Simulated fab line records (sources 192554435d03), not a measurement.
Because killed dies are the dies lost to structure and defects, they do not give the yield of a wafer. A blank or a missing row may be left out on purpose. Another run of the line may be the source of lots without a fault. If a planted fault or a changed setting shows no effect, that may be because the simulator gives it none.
fab line records	flow n5Finfet
record: lots: 24	wafers: 72	lastDay: 19
route steps=1938 shown BEOL_M3@967
lots with no fault: from the same line, run without faults
startH: hours from the record's opening day to when the first of the lot's shown wafers began	waitH: hours from the lot's prior step to this one	" repeats the value in the row above	L1.1+2: one row covering several wafers at once	- value missing, or start not given	* or withheld: withheld	< > ~ a bound
route shown NAME@n: a module of which the file shows steps, and the number in the route of the first	usual: mean/standard deviation of fault-free wafers	same: alike in all rows	chamber/n: place in a boat	sites: the reading at each site	_std_site: the standard deviation of these	_edge_site: the outer-site mean with the inner-site mean subtracted	radiusMm: for every site, how far away it sits from the centre of the wafer	mask NAME#n: copy n	behind: the tool/chamber that last shaped the wafer	hold: the reason the lot was held/the length of the hold in hours/how it ended	device: whichever transistor did not switch (one of n, p or np)	end of line: the route-end tests of the same wafers	where a step has no rows: the recipe by itself	killed: at the first sort, the dies lost to defects and structure; wafer yield is something else	map: dies across one wafer; x = killed, . = not, _ = none there
set.NAME: the run value of the setting; set.NAME@STEP: its run value at that earlier step	model.NAME: the simulator's own value behind a step, which no gauge read
the route's steps for a sample of lots (tables are steps, rows are wafers)
services: a tool's chamber out of use, with start hour (startH, from the record's first day; less than 0 if before it), hours out, and reason
== steps ==
step: N5_BEOL_M3_OVL_MEAS_29
recipe: pointsPerWafer: 522
usual: V2_OVL: 0.6/0.69
lot.wafer	tool	chamber	startH	waitH	V2_OVL[nm]
L074.1	overlay-01	0	148.12	0.0	0.3
L074.4	"	0	"	"	0.7
L074.6	"	0	"	"	-0.4
L075.2	overlay-01	0	152.34	0.0	0.4
L075.4	"	0	"	"	1.1
L075.5	"	0	"	"	0.4
L077.1	overlay-01	0	163.00	0.0	1.5
L077.2	"	0	"	"	0.7
L077.4	"	0	"	"	2.3
L078.1	overlay-02	0	167.25	0.0	-0.7
L078.2	"	0	"	"	0.4
L078.4	"	0	"	"	0.5
L079.1	overlay-02	0	171.60	0.0	-0.2
L079.4	"	0	"	"	0.1
L079.6	"	0	"	"	-0.1
L080.2	overlay-02	0	178.26	0.0	0.3
L080.3	"	0	"	"	0.2
L080.4	"	0	"	"	0.5
L081.3	overlay-02	0	178.63	0.0	0.8
L081.4	"	0	"	"	1.0
L081.6	"	0	"	"	1.0
L082.3	overlay-01	0	191.55	0.0	0.8
L082.4	"	0	"	"	0.2
L082.6	"	0	"	"	0.2
L083.2	overlay-02	0	199.40	0.0	0.3
L083.5	"	0	"	"	0.7
L083.6	"	0	"	"	-0.1
L084.1	overlay-01	0	204.72	0.0	-0.7
L084.3	"	0	"	"	-0.2
L084.5	"	0	"	"	0.4
L085.2	overlay-02	0	210.56	0.0	1.2
L085.4	"	0	"	"	0.3
L085.6	"	0	"	"	1.2
L086.1	overlay-01	0	217.79	0.0	2.1
L086.2	"	0	"	"	1.3
L086.3	"	0	"	"	1.7
L087.1	overlay-01	0	225.09	0.0	1.4
L087.2	"	0	"	"	0.0
L087.5	"	0	"	"	0.5
L088.1	overlay-01	0	225.43	0.0	0.5
L088.4	"	0	"	"	0.9
L088.5	"	0	"	"	0.4
L089.1	overlay-02	0	226.22	0.0	1.1
L089.4	"	0	"	"	1.8
L089.6	"	0	"	"	1.8
L090.1	overlay-01	0	238.78	0.0	0.4
L090.5	"	0	"	"	0.4
L090.6	"	0	"	"	1.7
L091.1	overlay-02	0	242.89	0.0	1.0
L091.2	"	0	"	"	0.7
L091.4	"	0	"	"	1.1
L092.2	overlay-01	0	250.56	0.0	0.2
L092.4	"	0	"	"	0.9
L092.5	"	0	"	"	1.4
L093.2	overlay-01	0	259.11	0.0	0.5
L093.4	"	0	"	"	-0.2
L093.6	"	0	"	"	0.3
L094.4	overlay-02	0	280.42	0.0	-1.4
L094.5	"	0	"	"	0.3
L094.6	"	0	"	"	-0.7
L076.2	overlay-02	0	280.64	0.0	0.2
L076.3	"	0	"	"	0.9
L076.5	"	0	"	"	1.0
L095.1	overlay-02	0	286.88	0.0	0.4
L095.3	"	0	"	"	0.7
L095.6	"	0	"	"	-0.5
L097.1	overlay-01	0	301.23	0.0	0.4
L097.3	"	0	"	"	0.4
L097.6	"	0	"	"	1.2
L096.1	overlay-01	0	308.18	0.0	1.0
L096.3	"	0	"	"	1.2
L096.4	"	0	"	"	1.5
step: N5_BEOL_M3_STRIP_97
recipe: chemistry: N2/H2	timeS: 10	powerW: 450	tempC: 40	pressureMtorr: 20	rfFrequencyHz: 6e+07	biasPowerW: 7	n2FlowSccm: 200	h2FlowSccm: 200
usual: biasPowerW: 7.001/0.021	drypumpMotorCurrentA: 5.5/0.37	oesProductAu: 0.79/0.082	rfVppV: 59.4/0.83	showerheadPlenumPTorr: 2.58/0.087	throttleValvePct: 23.8/0.34
lot.wafer	tool	chamber	startH	waitH	biasPowerW	drypumpMotorCurrentA	oesProductAu	rfHoursCounterH	rfVppV	showerheadPlenumPTorr	throttleValvePct
L074.1	rieDiel-04	1	-	-	6.970	5.0	0.75	138	58.8	2.64	23.7
L074.4	"	1	"	"	6.953	5.0	0.75	-	60.0	2.64	23.7
L074.6	"	0	"	"	6.979	5.5	0.73	-	58.7	2.64	23.4
L075.2	rieDiel-02	0	-	-	7.028	5.5	0.79	100	59.2	2.57	23.9
L075.4	"	2	"	"	7.025	5.8	0.76	148	59.6	2.65	23.7
L075.5	"	0	"	"	7.020	5.6	0.79	-	60.7	2.58	23.9
L077.1	rieDiel-05	3	-	-	6.972	5.4	0.75	167	59.3	2.42	23.4
L077.2	"	1	"	"	7.008	6.2	0.82	78	58.2	2.58	24.3
L077.4	"	2	"	"	6.974	5.7	0.75	147	60.1	2.43	23.8
L078.1	rieDiel-05	3	-	-	7.012	5.3	0.76	168	59.6	2.42	23.4
L078.2	"	0	"	"	7.015	5.0	0.68	246	58.2	2.63	24.7
L078.4	"	2	"	"	7.013	5.6	0.76	148	58.5	2.43	23.8
L079.1	rieDiel-04	2	-	-	7.004	5.0	0.94	6	58.1	2.59	23.6
L079.4	"	3	"	"	7.017	5.4	0.68	226	58.6	2.52	24.0
L079.6	"	3	"	"	7.004	5.4	0.68	-	59.1	2.52	24.0
L080.2	rieDiel-02	1	-	-	7.019	6.0	0.89	47	61.1	2.58	24.0
L080.3	"	0	"	"	7.023	5.6	0.79	108	59.8	2.57	24.0
L080.4	"	3	"	"	7.005	5.8	0.93	15	59.7	2.72	23.5
L081.3	rieDiel-05	1	-	-	7.021	6.2	0.81	83	60.7	2.58	24.3
L081.4	"	3	"	"	6.993	5.4	0.74	-	59.5	2.41	23.4
L081.6	"	1	"	"	7.017	6.2	0.81	-	58.8	2.58	24.3
L082.3	rieDiel-04	1	-	-	7.003	5.0	0.74	151	59.0	2.63	23.7
L082.4	"	2	"	"	7.016	5.0	0.92	12	60.4	2.59	23.6
L082.6	"	0	"	"	7.001	5.4	0.71	-	60.1	2.63	23.4
L083.2	rieDiel-05	3	-	-	7.013	5.4	0.73	182	59.8	2.41	23.4
L083.5	"	1	"	"	7.005	6.1	0.80	-	59.9	2.58	24.3
L083.6	"	3	"	"	6.975	5.4	0.74	-	58.4	2.41	23.4
L084.1	rieDiel-02	2	-	-	7.003	5.7	0.75	162	59.2	2.65	23.7
L084.3	"	3	"	"	7.025	5.7	0.91	22	59.8	2.71	23.5
L084.5	"	0	"	"	7.029	5.6	0.78	-	60.3	2.57	24.0
L085.2	rieDiel-04	2	-	-	6.991	5.0	0.91	17	59.4	2.59	23.6
L085.4	"	1	"	"	6.976	5.0	0.73	156	60.9	2.63	23.7
L085.6	"	0	"	"	6.997	5.4	0.72	-	59.3	2.63	23.4
L086.1	rieDiel-02	0	-	-	7.056	5.6	0.78	116	58.7	2.57	23.9
L086.2	"	2	"	"	7.041	5.7	0.74	164	59.6	2.64	23.7
L086.3	"	3	"	"	6.982	5.7	0.90	24	60.6	2.71	23.5
L087.1	rieDiel-02	0	-	-	7.004	5.5	0.78	119	60.3	2.57	24.0
L087.2	"	3	"	"	7.000	5.7	0.89	26	59.3	2.71	23.5
L087.5	"	0	"	"	7.018	5.6	0.78	-	58.5	2.57	23.9
L088.1	rieDiel-05	0	-	-	6.985	5.0	0.95	9	58.3	2.62	24.5
L088.4	"	2	"	"	7.059	5.6	0.73	-	57.8	2.42	23.8
L088.5	"	0	"	"	6.963	5.0	0.95	-	59.1	2.62	24.5
L089.1	rieDiel-05	1	-	-	7.016	6.2	0.79	101	60.0	2.57	24.3
L089.4	"	3	"	"	7.014	5.4	0.73	194	59.0	2.41	23.4
L089.6	"	2	"	"	7.037	5.6	0.73	-	59.0	2.42	23.8
L090.1	rieDiel-02	2	-	-	7.015	5.7	0.73	171	59.7	2.64	23.7
L090.5	"	2	"	"	6.978	5.7	0.74	-	59.4	2.64	23.7
L090.6	"	3	"	"	7.012	5.7	0.88	-	58.5	2.71	23.5
L091.1	rieDiel-04	0	-	-	6.967	5.5	0.71	213	59.3	2.63	23.4
L091.2	"	2	"	"	6.985	5.0	0.87	29	59.4	2.58	23.6
L091.4	"	1	"	"	6.995	5.0	0.73	159	60.0	2.63	23.7
L093.2	rieDiel-02	0	-	-	7.026	5.5	0.77	130	59.4	2.56	24.0
L093.4	"	1	"	"	7.031	6.0	0.85	68	61.8	2.57	24.1
L093.6	"	2	"	"	7.004	5.8	0.73	-	59.3	2.64	23.7
L092.2	rieDiel-04	1	-	-	6.987	5.0	0.73	165	58.9	2.63	23.7
L092.4	"	2	"	"	6.981	5.0	0.86	35	58.4	2.58	23.6
L092.5	"	0	"	"	6.964	5.5	0.71	-	58.0	2.62	23.5
L094.4	rieDiel-05	3	-	-	7.005	5.4	0.72	202	58.8	2.40	23.4
L094.5	"	0	"	"	7.006	5.0	0.91	-	61.2	2.61	24.5
L094.6	"	1	"	"	6.973	6.2	0.78	-	59.3	2.57	24.3
L076.2	rieDiel-02	0	-	-	7.033	5.6	0.76	134	59.0	2.56	24.0
L076.3	"	2	"	"	7.001	5.7	0.73	183	60.4	2.64	23.7
L076.5	"	1	"	"	7.002	6.0	0.85	-	58.6	2.57	24.1
L095.1	rieDiel-02	3	-	-	7.014	5.7	0.86	44	59.6	2.70	23.5
L095.3	"	0	"	"	7.005	5.5	0.76	136	59.2	2.56	24.0
L095.6	"	3	"	"	7.009	5.7	0.86	-	59.9	2.70	23.5
L097.1	rieDiel-05	0	-	-	7.012	5.0	0.92	27	57.5	2.61	24.5
L097.3	"	2	"	"	6.985	5.7	0.73	192	58.8	2.41	23.8
L097.6	"	1	"	"	6.965	6.2	0.76	-	58.0	2.57	24.4
L096.1	rieDiel-04	3	-	-	6.961	5.4	0.93	12	60.1	2.51	23.8
L096.3	"	2	"	"	6.998	5.0	0.85	47	60.0	2.58	23.6
L096.4	"	0	"	"	7.009	5.5	0.70	231	59.2	2.62	23.5
step: N5_BEOL_M3_DEGAS_44
recipe: ambient: vacuum	tempC: 250	timeS: 60
usual: heaterPowerW: 322/25	susceptorTempC: 249.97/0.2
lot.wafer	tool	chamber	startH	waitH	heaterPowerW	susceptorTempC
L074.1	pvdSputter-02	-	152.33	0.9	302	249.69
L074.4	"	-	"	"	321	250.02
L074.6	"	-	"	"	336	249.78
L075.2	pvdSputter-01	-	153.94	0.5	326	250.01
L075.4	"	-	"	"	325	249.89
L075.5	"	-	"	"	303	249.73
L077.1	pvdSputter-02	-	165.28	0.2	299	249.82
L077.2	"	-	"	"	340	249.93
L077.4	"	-	"	"	316	250.15
L078.1	pvdSputter-02	-	170.36	0.4	333	249.99
L078.2	"	-	"	"	302	250.18
L078.4	"	-	"	"	304	250.00
L079.1	pvdSputter-02	-	176.66	1.2	306	249.76
L079.4	"	-	"	"	338	249.72
L079.6	"	-	"	"	306	250.21
L080.2	pvdSputter-03	-	184.35	1.7	269	250.09
L080.3	"	-	"	"	352	249.73
L080.4	"	-	"	"	325	249.90
L081.3	pvdSputter-03	-	184.43	1.7	331	250.02
L081.4	"	-	"	"	345	250.08
L081.6	"	-	"	"	264	249.95
L082.3	pvdSputter-03	-	198.28	0.3	326	249.63
L082.4	"	-	"	"	336	250.14
L082.6	"	-	"	"	270	250.08
L083.2	pvdSputter-01	-	203.77	0.1	328	250.14
L083.5	"	-	"	"	308	249.77
L083.6	"	-	"	"	332	250.03
L084.1	pvdSputter-03	-	211.88	0.1	270	250.20
L084.3	"	-	"	"	343	250.07
L084.5	"	-	"	"	352	249.74
L085.2	pvdSputter-02	-	214.61	0.3	334	249.74
L085.4	"	-	"	"	302	250.29
L085.6	"	-	"	"	303	249.85
L086.1	pvdSputter-03	-	220.32	0.3	334	250.34
L086.2	"	-	"	"	282	250.08
L086.3	"	-	"	"	321	250.11
L087.1	pvdSputter-01	-	227.71	0.1	294	250.15
L087.2	"	-	"	"	368	249.62
L087.5	"	-	"	"	326	249.94
L088.1	pvdSputter-01	-	233.46	0.4	303	250.01
L088.4	"	-	"	"	323	250.24
L088.5	"	-	"	"	366	249.77
L089.1	pvdSputter-02	-	237.45	0.8	306	249.92
L089.4	"	-	"	"	299	250.07
L089.6	"	-	"	"	305	249.76
L090.1	pvdSputter-02	-	241.29	0.4	301	249.74
L090.5	"	-	"	"	333	249.83
L090.6	"	-	"	"	313	250.24
L091.1	pvdSputter-03	-	244.42	0.4	348	249.97
L091.2	"	-	"	"	354	249.82
L091.4	"	-	"	"	276	250.24
L093.2	pvdSputter-02	-	270.49	0.2	304	249.95
L093.4	"	-	"	"	343	249.98
L093.6	"	-	"	"	334	250.09
L092.2	pvdSputter-01	-	270.50	0.2	329	249.73
L092.4	"	-	"	"	301	250.01
L092.5	"	-	"	"	302	249.80
L094.4	pvdSputter-01	-	282.29	0.2	335	249.89
L094.5	"	-	"	"	306	250.48
L094.6	"	-	"	"	338	249.92
L076.2	pvdSputter-03	-	282.47	0.2	271	249.94
L076.3	"	-	"	"	359	250.04
L076.5	"	-	"	"	325	249.77
L095.1	pvdSputter-03	-	293.63	0.6	336	250.16
L095.3	"	-	"	"	271	249.99
L095.6	"	-	"	"	344	250.30
L097.1	pvdSputter-03	-	303.67	0.8	360	250.09
L097.3	"	-	"	"	335	249.80
L097.6	"	-	"	"	274	249.99
L096.1	pvdSputter-02	-	310.88	0.3	309	250.18
L096.3	"	-	"	"	310	249.93
L096.4	"	-	"	"	339	249.78
step: N5_BEOL_M3_PRE_CLEAN_45
recipe: gas: H2/He	timeS: 30	tempC: 250
usual: heaterPowerW: 320/24	susceptorTempC: 250.00/0.2
lot.wafer	tool	chamber	startH	waitH	heaterPowerW	susceptorTempC
L074.1	pvdSputter-02	-	152.37	0.0	305	250.19
L074.4	"	-	"	"	316	249.95
L074.6	"	-	"	"	338	249.99
L075.2	pvdSputter-01	-	153.98	0.0	323	249.86
L075.4	"	-	"	"	327	249.76
L075.5	"	-	"	"	299	250.05
L077.1	pvdSputter-02	-	165.32	0.0	301	250.25
L077.2	"	-	"	"	337	250.16
L077.4	"	-	"	"	315	249.76
L078.1	pvdSputter-02	-	170.40	0.0	334	249.72
L078.2	"	-	"	"	311	250.07
L078.4	"	-	"	"	308	249.97
L079.1	pvdSputter-02	-	176.70	0.0	300	250.38
L079.4	"	-	"	"	337	250.12
L079.6	"	-	"	"	309	250.09
L080.2	pvdSputter-03	-	184.39	0.0	276	249.95
L080.3	"	-	"	"	356	249.87
L080.4	"	-	"	"	331	250.15
L081.3	pvdSputter-03	-	184.47	0.0	316	250.28
L081.4	"	-	"	"	342	250.17
L081.6	"	-	"	"	267	250.30
L082.3	pvdSputter-03	-	198.32	0.0	328	249.80
L082.4	"	-	"	"	337	250.17
L082.6	"	-	"	"	271	250.19
L083.2	pvdSputter-01	-	203.81	0.0	329	250.40
L083.5	"	-	"	"	298	249.99
L083.6	"	-	"	"	327	250.13
L084.1	pvdSputter-03	-	211.92	0.0	272	250.08
L084.3	"	-	"	"	343	249.91
L084.5	"	-	"	"	354	250.29
L085.2	pvdSputter-02	-	214.65	0.0	336	250.08
L085.4	"	-	"	"	310	249.84
L085.6	"	-	"	"	310	250.05
L086.1	pvdSputter-03	-	220.36	0.0	339	249.98
L086.2	"	-	"	"	265	249.75
L086.3	"	-	"	"	321	249.88
L087.1	pvdSputter-01	-	227.75	0.0	300	249.78
L087.2	"	-	"	"	356	250.27
L087.5	"	-	"	"	326	250.36
L088.1	pvdSputter-01	-	233.50	0.0	304	250.21
L088.4	"	-	"	"	326	249.92
L088.5	"	-	"	"	350	249.58
L089.1	pvdSputter-02	-	237.49	0.0	308	250.05
L089.4	"	-	"	"	309	250.00
L089.6	"	-	"	"	305	250.15
L090.1	pvdSputter-02	-	241.33	0.0	301	250.27
L090.5	"	-	"	"	337	250.14
L090.6	"	-	"	"	305	249.89
L091.1	pvdSputter-03	-	244.46	0.0	342	250.27
L091.2	"	-	"	"	356	249.74
L091.4	"	-	"	"	273	249.87
L093.2	pvdSputter-02	-	270.53	0.0	310	250.04
L093.4	"	-	"	"	335	250.29
L093.6	"	-	"	"	336	250.13
L092.2	pvdSputter-01	-	270.54	0.0	336	249.79
L092.4	"	-	"	"	304	249.62
L092.5	"	-	"	"	306	249.91
L094.4	pvdSputter-01	-	282.33	0.0	332	250.09
L094.5	"	-	"	"	294	249.84
L094.6	"	-	"	"	353	249.79
L076.2	pvdSputter-03	-	282.51	0.0	265	249.84
L076.3	"	-	"	"	357	250.31
L076.5	"	-	"	"	324	249.54
L095.1	pvdSputter-03	-	293.67	0.0	342	250.27
L095.3	"	-	"	"	276	249.78
L095.6	"	-	"	"	336	249.97
L097.1	pvdSputter-03	-	303.71	0.0	356	250.02
L097.3	"	-	"	"	340	250.12
L097.6	"	-	"	"	266	249.72
L096.1	pvdSputter-02	-	310.92	0.0	304	249.84
L096.3	"	-	"	"	311	249.99
L096.4	"	-	"	"	335	250.27
step: N5_BEOL_M3_ALD_84
recipe: material: TaN	targetThkA: *	tempC: 275	aldPrecursorFamily: PDMAT	aldCoReactant: NH3	pressureTorr: 3	carrierFlowSccm: 1500	pulseTimeS: 2	purgeTimeS: 3	coReactantPurgeTimeS: 2	coReactantPulseTimeS: 3	aldCycles: 30	precursorVesselTempC: 75	precursorVesselPressureTorr: 26.25	precursorVesselCarrierSccm: 1000
usual: heaterPowerW: 414/47	susceptorTempC: 275.03/0.17
same: coReactantPulseTimeS: 3	purgeTimeS: 3
lot.wafer	tool	chamber	startH	waitH	heaterPowerW	susceptorTempC
L074.1	aldMetal-02	1	152.58	0.2	394	274.99
L074.4	"	2	"	"	397	274.96
L074.6	"	2	"	"	400	274.79
L075.2	aldMetal-04	0	154.27	0.3	463	275.16
L075.4	"	1	"	"	445	274.96
L075.5	"	0	"	"	462	275.11
L077.1	aldMetal-02	2	165.63	0.3	404	274.93
L077.2	"	1	"	"	399	274.88
L077.4	"	3	"	"	307	274.97
L078.1	aldMetal-03	0	170.47	0.0	375	275.06
L078.2	"	3	"	"	406	274.98
L078.4	"	2	"	"	435	275.15
L079.1	aldMetal-04	3	176.92	0.2	364	275.18
L079.4	"	0	"	"	461	274.92
L079.6	"	3	"	"	367	274.96
L080.2	aldMetal-04	2	184.47	0.1	459	275.23
L080.3	"	3	"	"	363	275.03
L080.4	"	0	"	"	459	275.25
L081.3	aldMetal-03	0	184.63	0.1	387	275.19
L081.4	"	2	"	"	434	274.95
L081.6	"	0	"	"	378	275.09
L082.3	aldMetal-03	3	198.38	0.0	407	274.98
L082.4	"	0	"	"	379	274.82
L082.6	"	3	"	"	394	274.72
L083.2	aldMetal-03	1	203.87	0.0	449	274.87
L083.5	"	0	"	"	380	275.18
L083.6	"	3	"	"	413	274.97
L084.1	aldMetal-02	0	211.98	0.0	474	275.14
L084.3	"	3	"	"	305	275.15
L084.5	"	1	"	"	400	275.18
L085.2	aldMetal-04	0	214.71	0.0	466	275.10
L085.4	"	1	"	"	447	274.99
L085.6	"	3	"	"	353	275.13
L086.1	aldMetal-04	1	220.42	0.0	449	275.24
L086.2	"	2	"	"	463	275.15
L086.3	"	0	"	"	464	274.88
L087.1	aldMetal-02	1	227.81	0.0	395	274.93
L087.2	"	2	"	"	399	274.90
L087.5	"	2	"	"	406	274.97
L088.1	aldMetal-04	2	233.79	0.3	471	274.75
L088.4	"	1	"	"	443	275.14
L088.5	"	0	"	"	472	274.96
L089.1	aldMetal-03	0	237.57	0.1	384	275.18
L089.4	"	3	"	"	403	274.99
L089.6	"	0	"	"	384	274.89
L090.1	aldMetal-02	0	241.39	0.0	478	275.07
L090.5	"	3	"	"	306	274.88
L090.6	"	0	"	"	477	275.01
L091.1	aldMetal-02	0	244.52	0.0	468	275.13
L091.2	"	2	"	"	401	274.96
L091.4	"	3	"	"	300	274.76
L092.2	aldMetal-03	3	270.61	0.1	408	274.81
L092.4	"	0	"	"	390	274.93
L092.5	"	1	"	"	444	275.10
L093.2	aldMetal-04	2	270.64	0.1	457	275.01
L093.4	"	3	"	"	367	275.15
L093.6	"	1	"	"	449	274.91
L094.4	aldMetal-04	0	282.39	0.0	456	275.00
L094.5	"	0	"	"	474	274.65
L094.6	"	3	"	"	360	275.16
L076.2	aldMetal-03	2	282.57	0.0	431	275.32
L076.3	"	3	"	"	412	275.36
L076.5	"	0	"	"	386	275.08
L095.1	aldMetal-02	0	293.74	0.0	459	275.03
L095.3	"	3	"	"	300	274.94
L095.6	"	1	"	"	396	275.11
L097.1	aldMetal-02	1	303.78	0.0	393	274.88
L097.3	"	0	"	"	480	274.87
L097.6	"	2	"	"	396	275.05
L096.1	aldMetal-04	0	310.98	0.0	463	275.11
L096.3	"	1	"	"	446	275.06
L096.4	"	3	"	"	363	275.24
step: N5_BEOL_M3_SPUTTER_96
recipe: material: Cu	targetThkA: 45	tempC: -20	chamberPressurePa: 0.07	powerW: withheld	timeS: 8.29
usual: susceptorTempC: -20.02/0.097	throttleValvePct: 29.5/1.2
lot.wafer	tool	chamber	startH	waitH	susceptorTempC	throttleValvePct
L074.1	pvdSputter-02	-	154.99	0.1	-20.05	31.4
L074.4	"	-	"	"	-20.07	29.7
L074.6	"	-	"	"	-20.22	29.7
L075.2	pvdSputter-02	-	156.83	0.1	-20.08	29.9
L075.4	"	-	"	"	-20.12	29.5
L075.5	"	-	"	"	-20.08	31.3
L077.1	pvdSputter-02	-	169.34	0.1	-19.93	29.9
L077.2	"	-	"	"	-20.09	30.0
L077.4	"	-	"	"	-20.01	29.6
L078.1	pvdSputter-03	-	172.76	0.1	-19.92	27.4
L078.2	"	-	"	"	-20.06	27.9
L078.4	"	-	"	"	-19.96	30.7
L079.1	pvdSputter-03	-	179.22	0.1	-19.95	27.6
L079.4	"	-	"	"	-20.19	28.8
L079.6	"	-	"	"	-20.03	30.7
L080.2	pvdSputter-01	-	186.79	0.1	-20.18	28.1
L080.3	"	-	"	"	-19.95	31.7
L080.4	"	-	"	"	-20.15	29.0
L081.3	pvdSputter-03	-	187.13	0.1	-20.04	27.3
L081.4	"	-	"	"	-19.80	30.7
L081.6	"	-	"	"	-19.96	27.6
L082.3	pvdSputter-01	-	200.60	0.1	-20.07	29.0
L082.4	"	-	"	"	-20.15	28.7
L082.6	"	-	"	"	-20.10	29.5
L083.2	pvdSputter-02	-	206.55	0.1	-19.97	31.4
L083.5	"	-	"	"	-19.96	31.6
L083.6	"	-	"	"	-20.05	29.8
L084.1	pvdSputter-03	-	215.56	0.1	-19.95	29.0
L084.3	"	-	"	"	-19.98	30.7
L084.5	"	-	"	"	-20.07	30.6
L085.2	pvdSputter-02	-	217.00	0.1	-19.94	31.6
L085.4	"	-	"	"	-20.05	29.7
L085.6	"	-	"	"	-19.97	29.7
L086.1	pvdSputter-02	-	224.20	0.1	-20.02	29.7
L086.2	"	-	"	"	-20.14	29.7
L086.3	"	-	"	"	-20.08	31.5
L087.1	pvdSputter-03	-	230.03	0.1	-20.09	29.0
L087.2	"	-	"	"	-19.96	27.5
L087.5	"	-	"	"	-19.98	30.8
L088.1	pvdSputter-01	-	237.54	0.1	-19.86	28.2
L088.4	"	-	"	"	-20.07	31.6
L088.5	"	-	"	"	-19.84	29.0
L089.1	pvdSputter-02	-	240.03	0.1	-20.01	29.3
L089.4	"	-	"	"	-20.14	30.0
L089.6	"	-	"	"	-20.06	31.4
L090.1	pvdSputter-03	-	243.80	0.1	-20.09	27.2
L090.5	"	-	"	"	-20.01	27.5
L090.6	"	-	"	"	-19.99	28.1
L091.1	pvdSputter-01	-	246.83	0.1	-20.06	31.8
L091.2	"	-	"	"	-19.87	28.5
L091.4	"	-	"	"	-19.97	29.8
L092.2	pvdSputter-02	-	272.91	0.1	-19.91	29.8
L092.4	"	-	"	"	-20.01	29.5
L092.5	"	-	"	"	-20.01	29.8
L093.2	pvdSputter-01	-	273.18	0.1	-20.11	28.3
L093.4	"	-	"	"	-20.06	31.6
L093.6	"	-	"	"	-20.19	28.6
L094.4	pvdSputter-01	-	284.68	0.1	-19.91	31.5
L094.5	"	-	"	"	-19.89	28.3
L094.6	"	-	"	"	-20.02	29.3
L076.2	pvdSputter-03	-	291.95	5.8	-20.15	28.7
L076.3	"	-	"	"	-19.86	28.3
L076.5	"	-	"	"	-20.11	28.3
L095.1	pvdSputter-03	-	296.11	0.1	-19.99	27.6
L095.3	"	-	"	"	-19.79	30.8
L095.6	"	-	"	"	-20.06	28.0
L097.1	pvdSputter-03	-	306.11	0.1	-20.06	28.7
L097.3	"	-	"	"	-19.95	27.5
L097.6	"	-	"	"	-20.09	30.9
L096.1	pvdSputter-01	-	313.22	0.1	-20.00	28.9
L096.3	"	-	"	"	-20.07	29.5
L096.4	"	-	"	"	-20.12	31.7
== services ==
tool	chamber	startH	hours	kind
rieDiel-05	2	128.71	1.6	repair
rieDiel-04	2	130.35	-	clean
rieDiel-04	2	130.35	-	consumableReplace:focusRing
pvdSputter-01	-	136.42	1.1	repair
rieDiel-05	-	139.60	0.4	repair
pvdSputter-03	-	159.89	2.5	repair
aldMetal-04	-	164.03	1.0	repair
rieDiel-02	-	180.09	1.3	repair
rieDiel-05	0	181.45	-	clean
rieDiel-05	0	181.45	-	consumableReplace:focusRing
rieDiel-05	0	181.45	24.0	scheduledDown
rieDiel-05	0	181.45	24.0	ventCycle
aldMetal-02	3	182.24	6.9	repair
aldMetal-02	-	203.27	8.7	pm
rieDiel-05	1	213.02	4.7	repair
rieDiel-04	1	214.95	6.7	repair
aldMetal-04	-	215.31	0.4	repair
rieDiel-04	1	222.61	13.5	repair
rieDiel-05	1	230.47	5.5	repair
rieDiel-02	1	230.65	2.4	repair
rieDiel-05	3	263.47	13.5	repair
rieDiel-02	3	294.20	9.6	repair
pvdSputter-02	-	302.85	7.1	repair
aldMetal-02	0	304.34	9.4	repair
== key ==
fault none
